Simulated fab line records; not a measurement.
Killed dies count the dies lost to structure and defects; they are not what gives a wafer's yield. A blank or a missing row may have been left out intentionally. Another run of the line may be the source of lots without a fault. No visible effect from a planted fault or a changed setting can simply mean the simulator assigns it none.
fab line records	flow nand-harc
record lots=24	wafers=72	last-day=33
route steps=1302 shown A_CONTACT@1020
lots that met no fault: from a run of the same line without faults
start-h: the number of hours between the record's first day and the start of the first shown wafer of the lot	wait-h: time in hours since the lot's previous step	" repeats the value in the row above	L1.1+2: several wafers, shown together as one row	- either no value or no given start	* or withheld: withheld	< > ~ a bound
route shown NAME@n: a module of which the file shows steps, and the number in the route of the first	usual: mean/standard deviation taken from wafers without a fault	same: alike in all rows	chamber/n: place in a boat	sites: each site's reading	_std_site: the values' standard deviation	_edge_site: the outer-site mean with the inner-site mean subtracted	radius-mm: for every site, how far away it sits from the centre of the wafer	mask NAME#n: copy n	behind: tool/chamber where the wafer was last shaped	hold: cause of the lot's hold/its duration in hours/its outcome	device: the n, p or np transistor that did not switch	end of line: the route-end tests of the same wafers	a step given without rows: its recipe and nothing more	killed: at the first sort, the dies lost to defects and structure; wafer yield is something else	map: per-die view of a wafer (x killed, . not killed, _ where there is no die)
set.NAME: the run value of the setting; set.NAME@STEP: its run value at that earlier step	model.NAME: the simulator's own value behind a step, which no gauge read
route steps across a sampled set of lots; one table per step, one row per wafer
services: when a tool's chamber went out of use (start-h, in hours from the record's first day, below 0 if earlier), for how many hours, and the reason
## steps
# step NHARC_A_CONTACT_CD_MEAS_53
# usual cd-nm=289.6/0.65
lot.wafer	tool	chamber	start-h	wait-h	cd-nm
L075.1	cd-sem-01	-	505.09	-	290.2
L075.5	"	-	"	"	289.6
L075.6	"	-	"	"	289.6
L074.2	cd-sem-02	-	508.09	-	288.4
L074.4	"	-	"	"	288.6
L074.6	"	-	"	"	288.9
L076.1	cd-sem-03	-	516.86	-	288.5
L076.2	"	-	"	"	288.4
L076.3	"	-	"	"	288.5
L077.2	cd-sem-02	-	520.81	-	290.1
L077.3	"	-	"	"	289.8
L077.4	"	-	"	"	289.9
L078.1	cd-sem-03	-	546.30	-	289.8
L078.2	"	-	"	"	289.6
L078.6	"	-	"	"	290.4
L080.1	cd-sem-03	-	561.49	-	290.1
L080.2	"	-	"	"	290.3
L080.4	"	-	"	"	290.8
L079.1	cd-sem-02	-	561.75	-	289.2
L079.2	"	-	"	"	289.0
L079.6	"	-	"	"	288.8
L081.1	cd-sem-02	-	578.66	-	290.2
L081.5	"	-	"	"	289.6
L081.6	"	-	"	"	289.6
L082.1	cd-sem-01	-	586.78	-	289.1
L082.4	"	-	"	"	289.5
L082.5	"	-	"	"	289.1
L086.2	cd-sem-02	-	595.83	-	290.0
L086.4	"	-	"	"	289.4
L086.6	"	-	"	"	290.0
L084.1	cd-sem-02	-	597.10	-	289.1
L084.2	"	-	"	"	289.0
L084.6	"	-	"	"	288.9
L085.1	cd-sem-01	-	599.92	-	290.6
L085.4	"	-	"	"	290.3
L085.6	"	-	"	"	290.2
L083.2	cd-sem-01	-	603.41	-	289.1
L083.3	"	-	"	"	289.6
L083.4	"	-	"	"	288.8
L087.1	cd-sem-02	-	628.37	-	290.5
L087.2	"	-	"	"	290.5
L087.3	"	-	"	"	290.8
L089.3	cd-sem-03	-	629.56	-	288.7
L089.4	"	-	"	"	288.8
L089.6	"	-	"	"	288.4
L088.4	cd-sem-02	-	645.38	-	289.2
L088.5	"	-	"	"	289.0
L088.6	"	-	"	"	288.9
L090.2	cd-sem-01	-	661.23	-	289.9
L090.3	"	-	"	"	290.2
L090.6	"	-	"	"	290.3
L091.1	cd-sem-01	-	675.76	-	288.9
L091.4	"	-	"	"	289.0
L091.5	"	-	"	"	289.0
L092.2	cd-sem-03	-	676.60	-	290.1
L092.3	"	-	"	"	290.4
L092.4	"	-	"	"	289.7
L093.2	cd-sem-01	-	682.32	-	289.8
L093.4	"	-	"	"	289.8
L093.6	"	-	"	"	290.4
L094.1	cd-sem-02	-	684.28	-	290.8
L094.5	"	-	"	"	291.2
L094.6	"	-	"	"	290.7
L095.1	cd-sem-01	-	698.03	-	289.1
L095.4	"	-	"	"	288.9
L095.6	"	-	"	"	289.0
L096.1	cd-sem-03	-	715.16	-	289.9
L096.5	"	-	"	"	290.1
L096.6	"	-	"	"	290.1
L097.2	cd-sem-01	-	734.05	-	289.2
L097.4	"	-	"	"	290.1
L097.6	"	-	"	"	289.8
# step NHARC_A_CONTACT_DEP_58
# recipe target-thk-a=900	target-thk-nm=90	temp-c=400	pressure-torr=3.5	flow-sccm=200	rf-w=350	material=SiON
# usual heater-power-w=750/75
lot.wafer	tool	chamber	start-h	wait-h	heater-power-w
L075.1	pecvd-03	2	510.21	2.7	847
L075.5	"	0	"	"	665
L075.6	"	1	"	"	734
L074.2	pecvd-02	0	513.12	2.2	622
L074.6	"	1	"	"	802
L074.4	"	2	"	"	748
L076.3	pecvd-01	0	521.94	1.6	905
L076.1	"	1	"	"	722
L076.2	"	2	"	"	743
L077.3	pecvd-02	0	525.18	1.7	698
L077.2	"	1	"	"	818
L077.4	"	2	"	"	684
L078.1	pecvd-02	1	552.70	2.7	833
L078.2	"	0	"	"	633
L078.6	"	2	"	"	765
L080.2	pecvd-02	1	570.68	2.2	733
L080.1	"	0	"	"	580
L080.4	"	1	"	"	709
L079.2	pecvd-03	0	570.81	2.2	697
L079.1	"	2	"	"	789
L079.6	"	2	"	"	775
L081.1	pecvd-01	2	585.56	2.7	771
L081.5	"	0	"	"	900
L081.6	"	1	"	"	809
L082.1	pecvd-01	1	593.12	2.7	857
L082.5	"	1	"	"	861
L082.4	"	2	"	"	817
L086.2	pecvd-03	0	600.58	2.2	634
L086.6	"	0	"	"	654
L086.4	"	2	"	"	807
L084.2	pecvd-03	2	601.32	2.2	842
L084.1	"	0	"	"	690
L084.6	"	2	"	"	832
L085.1	pecvd-03	1	605.64	2.8	743
L085.4	"	2	"	"	686
L085.6	"	1	"	"	747
L083.2	pecvd-03	1	608.14	2.2	791
L083.3	"	2	"	"	723
L083.4	"	0	"	"	749
L087.1	pecvd-03	1	632.49	2.6	653
L087.2	"	2	"	"	786
L087.3	"	0	"	"	705
L089.3	pecvd-02	2	633.75	1.6	829
L089.6	"	0	"	"	638
L089.4	"	1	"	"	789
L088.5	pecvd-02	2	651.13	0.7	755
L088.6	"	0	"	"	538
L088.4	"	1	"	"	785
L090.2	pecvd-02	2	665.43	2.2	843
L090.3	"	0	"	"	557
L090.6	"	2	"	"	811
L091.1	pecvd-03	1	686.04	2.8	793
L091.5	"	1	"	"	800
L091.4	"	2	"	"	729
L092.2	pecvd-01	0	686.36	2.2	873
L092.3	"	2	"	"	738
L092.4	"	2	"	"	738
L093.2	pecvd-01	0	689.69	2.3	864
L093.6	"	2	"	"	739
L093.4	"	0	"	"	867
L094.1	pecvd-02	1	692.88	2.8	720
L094.5	"	0	"	"	649
L094.6	"	2	"	"	811
L095.1	pecvd-03	2	702.83	2.7	782
L095.4	"	1	"	"	763
L095.6	"	1	"	"	772
L096.1	pecvd-02	1	719.55	2.7	762
L096.5	"	0	"	"	668
L096.6	"	2	"	"	775
L097.2	pecvd-02	1	738.47	2.3	751
L097.6	"	0	"	"	663
L097.4	"	1	"	"	773
# step NHARC_A_CONTACT_DESCUM_74
# recipe time-s=3	o2-flow-sccm=200	ar-flow-sccm=0	bias-power-w=0	chemistry=O2
# usual drypump-motor-current-A=5.8/0.47	o2-flow-sccm=200.0/0.59	oes-product-au=1.000/0.0075	rf-vpp-V=57.8/0.98	showerhead-plenum-p-Torr=1.91/0.086	throttle-valve-pct=11.312/0.0095
lot.wafer	tool	chamber	start-h	wait-h	drypump-motor-current-A	o2-flow-sccm	oes-product-au	rf-hours-counter-h	rf-vpp-V	showerhead-plenum-p-Torr	throttle-valve-pct
L075.1	rie-diel-04	0	511.15	0.1	5.4	199.7	0.997	45	57.2	1.77	11.305
L075.5	"	1	"	"	4.8	200.6	0.997	-	55.4	1.83	11.343
L075.6	"	2	"	"	6.0	200.6	1.006	-	57.6	1.81	11.314
L074.4	rie-diel-04	2	514.05	0.1	6.0	200.0	1.001	49	55.8	1.80	11.301
L074.2	"	3	"	"	5.4	199.7	1.005	20	58.6	1.87	11.307
L074.6	"	1	"	"	4.9	199.3	0.991	-	56.7	1.83	11.315
L076.1	rie-diel-04	3	522.85	0.1	5.4	199.6	1.001	25	57.2	1.87	11.298
L076.2	"	0	"	"	5.4	200.1	1.002	50	56.1	1.77	11.327
L076.3	"	2	"	"	6.0	200.6	1.010	53	58.6	1.80	11.317
L077.3	rie-diel-12	1	525.96	0.1	5.7	200.0	1.010	9	58.4	2.01	11.320
L077.2	"	3	"	"	6.5	200.2	0.999	9	56.6	1.97	11.312
L077.4	"	0	"	"	6.0	199.8	0.988	9	58.0	1.91	11.303
L078.1	rie-diel-12	0	553.61	0.1	6.0	200.3	0.986	13	59.1	1.91	11.315
L078.2	"	2	"	"	5.6	200.6	1.000	14	57.2	1.90	11.323
L078.6	"	0	"	"	6.0	199.9	0.996	-	57.0	1.91	11.309
L080.1	rie-diel-04	0	571.59	0.1	5.4	200.1	0.985	7	58.5	2.07	11.307
L080.2	"	2	"	"	6.1	200.0	1.004	7	57.1	1.80	11.321
L080.4	"	3	"	"	5.4	200.0	1.002	7	58.5	1.86	11.310
L079.1	rie-diel-12	0	571.76	0.1	6.0	200.5	0.993	15	59.6	1.91	11.301
L079.2	"	1	"	"	5.7	200.1	0.993	16	58.6	2.01	11.310
L079.6	"	2	"	"	5.6	199.0	1.002	-	56.9	1.90	11.312
L081.1	rie-diel-04	2	586.47	0.1	6.0	199.5	1.012	13	57.9	1.80	11.334
L081.5	"	2	"	"	6.0	199.0	1.007	-	56.2	1.80	11.300
L081.6	"	3	"	"	5.4	200.0	0.994	-	58.2	1.86	11.327
L082.4	rie-diel-07	1	594.01	0.1	5.4	201.3	1.008	40	57.0	1.95	11.310
L082.1	"	3	"	"	5.8	199.0	1.008	41	58.3	1.80	11.308
L082.5	"	0	"	"	6.4	200.0	0.994	-	55.9	1.77	11.299
L086.4	rie-diel-07	1	601.50	0.1	5.4	200.3	0.996	43	58.4	1.95	11.318
L086.2	"	3	"	"	5.8	200.3	1.009	44	58.3	1.80	11.312
L086.6	"	1	"	"	5.3	199.9	0.995	-	57.8	1.95	11.334
L084.1	rie-diel-04	1	602.20	0.1	4.8	200.9	1.002	19	57.2	1.82	11.321
L084.2	"	0	"	"	5.4	200.7	0.999	19	57.2	2.07	11.299
L084.6	"	2	"	"	6.0	198.1	0.986	-	56.7	1.80	11.335
L085.4	rie-diel-07	3	606.49	0.1	5.8	199.7	1.010	46	57.9	1.80	11.302
L085.1	"	0	"	"	6.4	199.9	1.004	40	57.1	1.77	11.337
L085.6	"	2	"	"	6.2	199.9	0.992	-	58.6	2.06	11.316
L083.4	rie-diel-12	0	608.89	0.1	6.0	200.2	0.989	20	58.6	1.91	11.315
L083.2	"	1	"	"	5.7	199.2	1.000	23	58.7	2.00	11.314
L083.3	"	2	"	"	5.6	199.9	1.005	24	57.2	1.90	11.315
L087.3	rie-diel-12	0	633.39	0.1	6.0	200.3	1.009	0	58.6	1.91	11.325
L087.2	"	1	"	"	5.7	200.9	0.995	0	58.5	2.00	11.321
L087.1	"	2	"	"	5.6	200.1	1.012	0	58.6	1.89	11.310
L089.3	rie-diel-07	0	634.66	0.1	6.5	199.5	1.011	49	55.0	1.76	11.302
L089.4	"	1	"	"	5.4	199.9	1.008	57	58.6	1.94	11.313
L089.6	"	1	"	"	5.4	200.3	1.009	-	57.0	1.94	11.314
L088.4	rie-diel-12	3	651.96	0.1	6.6	200.1	0.995	2	57.1	1.96	11.307
L088.5	"	2	"	"	5.6	200.2	1.015	-	57.1	1.89	11.309
L088.6	"	3	"	"	6.5	199.7	1.006	-	58.4	1.96	11.300
L090.2	rie-diel-12	1	666.32	0.1	5.7	200.5	0.993	4	58.3	2.00	11.313
L090.3	"	2	"	"	5.6	199.5	0.997	4	57.3	1.89	11.328
L090.6	"	0	"	"	6.0	200.2	0.996	-	56.6	1.91	11.330
L091.1	rie-diel-12	0	686.97	0.1	6.0	199.9	1.000	10	58.1	1.91	11.304
L091.4	"	1	"	"	5.7	201.9	0.993	9	58.3	2.00	11.321
L091.5	"	2	"	"	5.6	200.2	0.998	-	58.0	1.89	11.317
L092.2	rie-diel-04	3	687.27	0.1	5.4	199.9	0.988	50	57.3	1.85	11.312
L092.3	"	0	"	"	5.4	200.6	0.992	49	58.5	2.06	11.295
L092.4	"	1	"	"	4.9	199.9	0.991	49	55.9	1.81	11.307
L093.4	rie-diel-12	3	690.56	0.1	6.6	199.8	1.008	11	58.7	1.96	11.316
L093.2	"	0	"	"	6.0	199.3	1.005	11	57.2	1.91	11.295
L093.6	"	2	"	"	5.6	199.3	1.021	-	57.9	1.89	11.319
L094.1	rie-diel-07	0	693.72	0.1	6.5	198.9	1.000	12	57.1	2.07	11.303
L094.6	"	2	"	"	6.2	200.3	0.986	-	58.0	2.05	11.317
L094.5	"	3	"	"	5.8	199.7	1.001	-	56.3	1.79	11.327
L095.1	rie-diel-12	1	703.70	0.1	5.7	199.9	1.000	14	59.7	2.00	11.311
L095.4	"	2	"	"	5.6	200.3	1.012	13	58.4	1.89	11.317
L095.6	"	2	"	"	5.6	200.0	1.011	-	57.7	1.89	11.304
L096.1	rie-diel-12	0	720.44	0.1	6.1	201.3	0.997	17	58.9	1.90	11.309
L096.6	"	3	"	"	6.6	199.6	1.001	-	58.2	1.95	11.315
L096.5	"	0	"	"	6.0	200.2	0.997	-	58.7	1.90	11.300
L097.2	rie-diel-12	3	739.20	0.1	6.5	199.9	1.001	23	58.1	1.95	11.307
L097.4	"	3	"	"	6.6	200.0	0.990	-	57.1	1.95	11.316
L097.6	"	0	"	"	6.1	200.2	1.011	-	57.5	1.90	11.316
# step NHARC_A_CONTACT_ETCH_125
# recipe source-w=withheld	pressure-mtorr=20	bias-v=3000	time-s=197	target-depth-a=19180	ar-flow-sccm=withheld	c4f8-flow-sccm=withheld	o2-flow-sccm=withheld	chemistry=C4F8/O2/Ar
lot.wafer	tool	chamber	start-h	wait-h	rf-hours-counter-h
L075.1	har-cap-etch-03	0	512.86	0.2	40
L075.5	"	0	"	"	-
L075.6	"	1	"	"	-
L074.2	har-cap-etch-01	1	516.82	0.2	0
L074.4	"	0	"	"	-
L074.6	"	1	"	"	-
L076.2	har-cap-etch-01	0	524.77	0.2	2
L076.1	"	1	"	"	2
L076.3	"	0	"	"	-
L077.2	har-cap-etch-02	1	527.73	0.2	90
L077.4	"	0	"	"	-
L077.3	"	1	"	"	-
L078.1	har-cap-etch-03	0	555.35	0.2	46
L078.2	"	1	"	"	46
L078.6	"	0	"	"	-
L080.2	har-cap-etch-01	0	573.32	0.2	7
L080.1	"	1	"	"	7
L080.4	"	1	"	"	-
L079.2	har-cap-etch-02	0	573.48	0.2	96
L079.1	"	1	"	"	96
L079.6	"	0	"	"	-
L081.1	har-cap-etch-01	0	588.23	0.2	10
L081.5	"	1	"	"	-
L081.6	"	0	"	"	-
L082.1	har-cap-etch-01	1	595.74	0.2	12
L082.4	"	1	"	"	-
L082.5	"	1	"	"	-
L086.2	har-cap-etch-01	1	603.26	0.2	14
L086.4	"	0	"	"	-
L086.6	"	1	"	"	-
L084.2	har-cap-etch-02	1	604.30	0.2	105
L084.1	"	0	"	"	105
L084.6	"	1	"	"	-
L085.1	har-cap-etch-01	0	608.26	0.2	16
L085.4	"	0	"	"	-
L085.6	"	1	"	"	-
L083.2	har-cap-etch-03	1	610.66	0.2	60
L083.3	"	0	"	"	-
L083.4	"	1	"	"	-
L087.1	har-cap-etch-02	0	635.29	0.3	109
L087.2	"	1	"	"	109
L087.3	"	0	"	"	-
L089.3	har-cap-etch-01	0	636.55	0.2	-
L089.4	"	1	"	"	-
L089.6	"	0	"	"	-
L088.4	har-cap-etch-03	0	653.76	0.2	-
L088.5	"	1	"	"	-
L088.6	"	0	"	"	-
L090.2	har-cap-etch-03	1	668.05	0.2	70
L090.3	"	1	"	"	-
L090.6	"	1	"	"	-
L091.1	har-cap-etch-03	0	688.72	0.2	73
L091.4	"	0	"	"	-
L091.5	"	0	"	"	-
L092.2	har-cap-etch-02	0	689.08	0.2	119
L092.3	"	1	"	"	-
L092.4	"	0	"	"	-
L093.2	har-cap-etch-01	0	692.31	0.2	30
L093.4	"	0	"	"	-
L093.6	"	0	"	"	-
L094.1	har-cap-etch-02	0	695.50	0.2	121
L094.5	"	0	"	"	-
L094.6	"	1	"	"	-
L095.1	har-cap-etch-02	0	705.48	0.2	124
L095.4	"	1	"	"	-
L095.6	"	1	"	"	-
L096.1	har-cap-etch-02	0	723.04	0.2	126
L096.6	"	0	"	"	-
L096.5	"	1	"	"	-
L097.2	har-cap-etch-02	1	741.35	0.2	129
L097.4	"	0	"	"	-
L097.6	"	1	"	"	-
# step NHARC_A_CONTACT_ETCH_88
# recipe target-depth-a=390	over-etch-frac=0.3	time-s=65	ion-energy-ev=80	cf4-flow-sccm=150	ar-flow-sccm=0	rf-w=300	bias-w=100	chemistry=CF4
# usual drypump-motor-current-A=5.8/0.47	oes-product-au=0.999/0.0064	rf-vpp-V=151.2/1.2	showerhead-plenum-p-Torr=1.77/0.069	throttle-valve-pct=13.283/0.0098
lot.wafer	tool	chamber	start-h	wait-h	drypump-motor-current-A	oes-product-au	rf-hours-counter-h	rf-vpp-V	showerhead-plenum-p-Torr	throttle-valve-pct
L075.1	rie-diel-04	2	519.76	0.1	6.1	0.999	51	149.0	1.67	13.283
L075.5	"	3	"	"	5.4	0.998	-	149.9	1.73	13.265
L075.6	"	0	"	"	5.4	0.999	-	148.7	1.65	13.287
L074.2	rie-diel-12	0	524.23	0.1	6.0	0.990	8	152.3	1.77	13.284
L074.4	"	3	"	"	6.6	0.999	9	152.1	1.81	13.277
L074.6	"	0	"	"	6.0	0.996	-	150.7	1.77	13.298
L076.2	rie-diel-12	3	531.73	0.1	6.5	0.996	10	152.8	1.81	13.297
L076.1	"	0	"	"	6.1	0.991	10	150.5	1.77	13.300
L076.3	"	1	"	"	5.7	0.994	10	152.8	1.85	13.297
L077.4	rie-diel-12	3	533.81	0.1	6.5	1.002	11	151.7	1.81	13.288
L077.2	"	0	"	"	6.0	0.993	11	152.3	1.77	13.291
L077.3	"	1	"	"	5.7	0.993	11	153.0	1.85	13.284
L078.2	rie-diel-12	0	564.67	0.1	6.0	0.996	14	151.9	1.77	13.274
L078.1	"	2	"	"	5.6	1.009	16	151.8	1.76	13.278
L078.6	"	0	"	"	6.0	0.996	-	150.1	1.77	13.272
L080.2	rie-diel-04	1	579.60	0.1	4.8	1.001	11	150.9	1.69	13.298
L080.1	"	2	"	"	6.0	1.000	10	152.1	1.67	13.278
L080.4	"	3	"	"	5.4	0.997	9	150.9	1.72	13.281
L079.1	rie-diel-04	3	582.76	0.1	5.4	1.000	10	149.7	1.72	13.289
L079.2	"	1	"	"	4.9	0.990	12	150.2	1.69	13.272
L079.6	"	3	"	"	5.4	0.997	-	151.7	1.72	13.289
L081.1	rie-diel-04	2	595.01	0.1	6.1	1.005	16	150.1	1.67	13.292
L081.5	"	1	"	"	4.8	1.007	-	150.9	1.69	13.292
L081.6	"	2	"	"	6.0	0.997	-	151.2	1.67	13.313
L082.4	rie-diel-07	0	603.33	0.1	6.4	1.019	40	150.4	1.64	13.267
L082.1	"	1	"	"	5.4	0.996	44	151.6	1.80	13.299
L082.5	"	1	"	"	5.4	1.003	-	152.6	1.80	13.284
L086.2	rie-diel-12	0	610.80	0.1	5.9	0.992	21	151.0	1.76	13.272
L086.4	"	1	"	"	5.7	0.996	23	152.5	1.85	13.282
L086.6	"	3	"	"	6.6	0.997	-	152.1	1.81	13.270
L084.2	rie-diel-12	3	611.13	0.3	6.6	1.007	24	150.0	1.81	13.292
L084.1	"	0	"	"	6.1	0.995	22	151.5	1.76	13.280
L084.6	"	2	"	"	5.6	1.000	-	151.0	1.75	13.278
L085.4	rie-diel-07	1	614.36	0.1	5.4	0.988	50	150.8	1.80	13.283
L085.1	"	2	"	"	6.2	0.993	58	151.2	1.89	13.284
L085.6	"	1	"	"	5.4	0.995	-	150.8	1.79	13.289
L083.4	rie-diel-12	0	616.74	0.1	6.0	1.003	23	151.9	1.76	13.282
L083.2	"	1	"	"	5.7	1.004	25	149.9	1.85	13.292
L083.3	"	2	"	"	5.6	1.003	26	149.8	1.75	13.281
L087.1	rie-diel-12	3	642.88	0.1	6.6	0.996	1	152.3	1.81	13.283
L087.3	"	1	"	"	5.7	0.992	1	153.2	1.85	13.281
L087.2	"	2	"	"	5.6	1.009	1	150.8	1.75	13.290
L089.3	rie-diel-04	2	643.24	0.1	6.0	0.998	33	149.6	1.66	13.288
L089.4	"	0	"	"	5.4	1.002	33	152.4	1.90	13.270
L089.6	"	1	"	"	4.9	0.997	-	150.8	1.69	13.284
L088.4	rie-diel-12	1	660.01	0.1	5.7	0.985	3	151.1	1.84	13.285
L088.5	"	2	"	"	5.6	1.000	-	150.7	1.75	13.280
L088.6	"	3	"	"	6.5	1.007	-	150.7	1.81	13.282
L090.3	rie-diel-12	1	674.15	0.1	5.7	0.994	7	152.2	1.84	13.285
L090.2	"	2	"	"	5.6	1.000	7	151.1	1.75	13.275
L090.6	"	0	"	"	6.1	1.016	-	152.1	1.76	13.273
L091.4	rie-diel-04	2	695.44	0.1	6.0	0.992	52	150.3	1.66	13.281
L091.1	"	3	"	"	5.4	1.002	51	150.3	1.71	13.290
L091.5	"	2	"	"	6.0	0.997	-	149.2	1.66	13.286
L092.4	rie-diel-12	3	696.75	0.1	6.6	0.996	13	151.8	1.81	13.286
L092.3	"	0	"	"	6.1	0.999	13	151.5	1.76	13.277
L092.2	"	2	"	"	5.6	0.997	12	151.6	1.75	13.288
L093.4	rie-diel-07	2	699.37	0.1	6.2	1.004	14	152.9	1.88	13.272
L093.2	"	0	"	"	6.4	0.994	15	153.4	1.90	13.290
L093.6	"	1	"	"	5.4	0.997	-	152.0	1.79	13.284
L094.1	rie-diel-12	2	702.09	0.1	5.6	1.009	13	151.4	1.75	13.279
L094.6	"	1	"	"	5.7	0.982	-	150.6	1.84	13.290
L094.5	"	2	"	"	5.6	0.997	-	151.4	1.75	13.294
L095.1	rie-diel-04	0	711.96	0.1	5.4	0.992	58	152.8	1.89	13.298
L095.4	"	1	"	"	4.8	0.992	58	149.8	1.68	13.277
L095.6	"	3	"	"	5.4	1.000	-	150.7	1.71	13.266
L096.1	rie-diel-12	2	731.04	0.1	5.6	1.009	18	151.3	1.75	13.281
L096.6	"	3	"	"	6.6	0.999	-	151.9	1.80	13.286
L096.5	"	2	"	"	5.6	1.003	-	150.3	1.75	13.276
L097.2	rie-diel-12	2	748.32	0.1	5.6	1.000	23	151.3	1.75	13.282
L097.4	"	3	"	"	6.5	0.996	25	151.9	1.80	13.269
L097.6	"	2	"	"	5.6	1.001	-	151.0	1.75	13.259
# step NHARC_A_CONTACT_ETCH_136
# recipe source-w=withheld	pressure-mtorr=20	bias-v=1200	time-s=311	target-depth-a=19120	ar-flow-sccm=withheld	c4f8-flow-sccm=withheld	o2-flow-sccm=withheld	chemistry=C4F8/O2/Ar
lot.wafer	tool	chamber	start-h	wait-h	rf-hours-counter-h
L075.1	har-cap-etch-02	1	521.33	0.2	89
L075.5	"	1	"	"	-
L075.6	"	0	"	"	-
L074.2	har-cap-etch-03	0	525.78	0.2	44
L074.4	"	0	"	"	-
L074.6	"	1	"	"	-
L076.2	har-cap-etch-03	1	533.24	0.2	45
L076.1	"	0	"	"	45
L076.3	"	0	"	"	-
L077.2	har-cap-etch-01	0	535.32	0.2	4
L077.4	"	0	"	"	-
L077.3	"	1	"	"	-
L078.2	har-cap-etch-03	1	566.18	0.2	48
L078.1	"	0	"	"	48
L078.6	"	1	"	"	-
L080.1	har-cap-etch-01	0	581.11	0.2	9
L080.2	"	1	"	"	9
L080.4	"	1	"	"	-
L079.2	har-cap-etch-03	0	584.57	0.2	52
L079.1	"	1	"	"	52
L079.6	"	1	"	"	-
L081.1	har-cap-etch-03	1	596.56	0.2	56
L081.6	"	0	"	"	-
L081.5	"	1	"	"	-
L082.1	har-cap-etch-03	1	604.88	0.2	59
L082.4	"	0	"	"	-
L082.5	"	0	"	"	-
L086.2	har-cap-etch-02	0	612.48	0.2	107
L086.4	"	1	"	"	-
L086.6	"	0	"	"	-
L084.1	har-cap-etch-01	0	612.88	0.2	18
L084.2	"	1	"	"	18
L084.6	"	0	"	"	-
L085.1	har-cap-etch-03	1	615.91	0.2	62
L085.4	"	0	"	"	-
L085.6	"	0	"	"	-
L083.2	har-cap-etch-02	1	618.30	0.2	108
L083.4	"	0	"	"	-
L083.3	"	1	"	"	-
L087.1	har-cap-etch-02	1	644.39	0.2	111
L087.2	"	0	"	"	111
L087.3	"	0	"	"	-
L089.3	har-cap-etch-01	0	644.98	0.2	-
L089.4	"	1	"	"	-
L089.6	"	0	"	"	-
L088.4	har-cap-etch-01	0	661.64	0.2	-
L088.6	"	1	"	"	-
L088.5	"	0	"	"	-
L090.2	har-cap-etch-03	0	675.86	0.3	72
L090.3	"	0	"	"	-
L090.6	"	1	"	"	-
L091.1	har-cap-etch-01	0	696.95	0.2	32
L091.4	"	1	"	"	-
L091.5	"	0	"	"	-
L092.2	har-cap-etch-02	0	698.26	0.2	123
L092.3	"	0	"	"	-
L092.4	"	1	"	"	-
L093.2	har-cap-etch-03	1	701.02	0.2	77
L093.4	"	1	"	"	-
L093.6	"	0	"	"	-
L094.1	har-cap-etch-01	1	703.63	0.2	34
L094.6	"	0	"	"	-
L094.5	"	1	"	"	-
L095.1	har-cap-etch-01	0	713.51	0.2	35
L095.4	"	0	"	"	-
L095.6	"	0	"	"	-
L096.1	har-cap-etch-02	0	733.18	0.2	128
L096.6	"	0	"	"	-
L096.5	"	1	"	"	-
L097.2	har-cap-etch-02	1	749.83	0.2	131
L097.4	"	0	"	"	-
L097.6	"	0	"	"	-
## services
tool	chamber	start-h	hours	kind
pecvd-03	1	488.24	3.3	repair
pecvd-01	-	492.33	13.0	pm
har-cap-etch-01	-	497.00	17.0	pm
rie-diel-04	2	502.68	5.3	repair
rie-diel-12	-	506.15	12.8	repair
rie-diel-04	2	528.93	13.7	repair
rie-diel-04	-	544.82	9.0	pm
pecvd-03	-	547.33	13.0	pm
pecvd-01	1	548.59	6.8	repair
rie-diel-07	3	569.64	11.1	repair
rie-diel-12	0	580.54	3.8	repair
pecvd-02	-	589.48	13.0	pm
rie-diel-07	-	648.24	9.0	pm
pecvd-02	-	676.74	2.2	repair
pecvd-03	0	688.86	5.1	repair
pecvd-03	0	700.78	5.7	repair
har-cap-etch-03	-	703.36	0.9	repair
rie-diel-12	1	719.57	3.3	repair
rie-diel-12	2	720.50	7.4	repair
rie-diel-04	-	721.82	9.0	pm
rie-diel-12	0	723.05	6.6	repair
rie-diel-07	1	723.88	8.8	repair
pecvd-03	-	728.46	13.0	pm
rie-diel-07	0	730.48	4.2	repair
## key
fault none
